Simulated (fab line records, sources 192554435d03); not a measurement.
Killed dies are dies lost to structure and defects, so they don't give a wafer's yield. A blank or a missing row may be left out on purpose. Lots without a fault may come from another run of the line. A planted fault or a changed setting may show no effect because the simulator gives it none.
Chamber matching | flow n5_finfet | N5_FIN_SAQP_HM_OPEN_33 on rie_diel-03: 4 sister chambers
The step chemistry CH3F/O2, target SiNx, target depth 49.4 nm, time 70.6 s. 22 wafers are shown with their chamber, then 11 later ones without.

WAFERS WITH THEIR CHAMBER
wafer  | chamber | throttle_valve_pct (%) | drypump_motor_current_A (A) | showerhead_plenum_p_Torr (Torr)
L076.3 | 1       | 16.57                  | 5.8                         | 2.09
L076.4 | 3       | 16.14                  | 5.4                         | 2.04
L076.5 | 0       | 16.12                  | 5.8                         | 2.06
L078.3 | 0       | 16.13                  | 5.8                         | 2.06
L078.4 | 2       | 16.77                  | 4.9                         | 1.91
L078.6 | 1       | 16.60                  | 5.8                         | 2.09
L079.1 | 0       | 16.12                  | 5.8                         | 2.06
L079.3 | 3       | 16.12                  | 5.4                         | 2.03
L079.4 | 1       | 16.58                  | 5.9                         | 2.09
L080.3 | 1       | 16.59                  | 5.8                         | 2.08
L080.4 | 3       | 16.13                  | 5.4                         | 2.03
L080.5 | 2       | 16.76                  | 4.9                         | 1.90
L081.4 | 3       | 16.12                  | 5.4                         | 2.03
L081.5 | 2       | 16.76                  | 4.9                         | 1.90
L081.6 | 3       | 16.14                  | 5.4                         | 2.03
L083.1 | 0       | 16.14                  | 5.8                         | 2.06
L083.4 | 1       | 16.61                  | 5.8                         | 2.08
L083.5 | 3       | 16.15                  | 5.4                         | 2.03
L085.1 | 2       | 16.79                  | 5.0                         | 1.90
L085.2 | 0       | 16.16                  | 5.8                         | 2.05
L085.6 | 1       | 16.60                  | 5.8                         | 2.08
L087.2 | 1       | 16.62                  | 5.8                         | 2.08

SIGNATURES (means of the wafers above)
reading                  | chamber 0 | chamber 1 | chamber 2 | chamber 3 | scatter within a chamber
throttle_valve_pct       | 16.1340   | 16.5957   | 16.7700   | 16.1333   | 0.0153
drypump_motor_current_A  | 5.800     | 5.814     | 4.925     | 5.400     | 0.0299
showerhead_plenum_p_Torr | 2.0580    | 2.0843    | 1.9025    | 2.0317    | 0.00477
Rule: a wafer's distance from a chamber is the root of the sum, over the readings, of the square of ((its reading less the chamber's mean) divided by the reading's scatter). The wafer belongs to the nearest chamber; if the next one is less than 2 further off, it can't be placed. The scatter: the root of (the sum of the squares of (reading less its chamber's mean) over the shown wafers, divided by (wafers less chambers)).

WAFERS WITHOUT THEIR CHAMBER
wafer  | throttle_valve_pct (%) | drypump_motor_current_A (A) | showerhead_plenum_p_Torr (Torr)
L087.3 | 16.16                  | 5.8                         | 2.05
L087.4 | 16.61                  | 5.8                         | 2.08
L090.1 | 16.17                  | 5.4                         | 2.02
L090.2 | 16.62                  | 5.9                         | 2.08
L090.4 | 16.18                  | 5.4                         | 2.02
L094.2 | 16.20                  | 5.4                         | 2.02
L094.3 | 16.63                  | 5.8                         | 2.07
L094.4 | 16.30                  | 4.9                         | 2.15
L096.2 | 16.21                  | 5.4                         | 2.02
L096.3 | 15.73                  | 5.8                         | 2.05
L096.5 | 15.74                  | 5.8                         | 2.05

WHICH CHAMBER EACH WENT THROUGH
wafer  | from the rows above | in truth
L087.3 | 0                   | 0
L087.4 | 1                   | 1
L090.1 | 3                   | 3
L090.2 | 1                   | 1
L090.4 | 3                   | 3
L094.2 | 3                   | 3
L094.3 | 1                   | 1
L094.4 | 3                   | 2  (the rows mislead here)
L096.2 | 3                   | 3
L096.3 | 0                   | 0
L096.5 | 0                   | 0
Placed correctly: 10 of 11. Can't be placed from these rows: 0. Placed wrongly: 1.
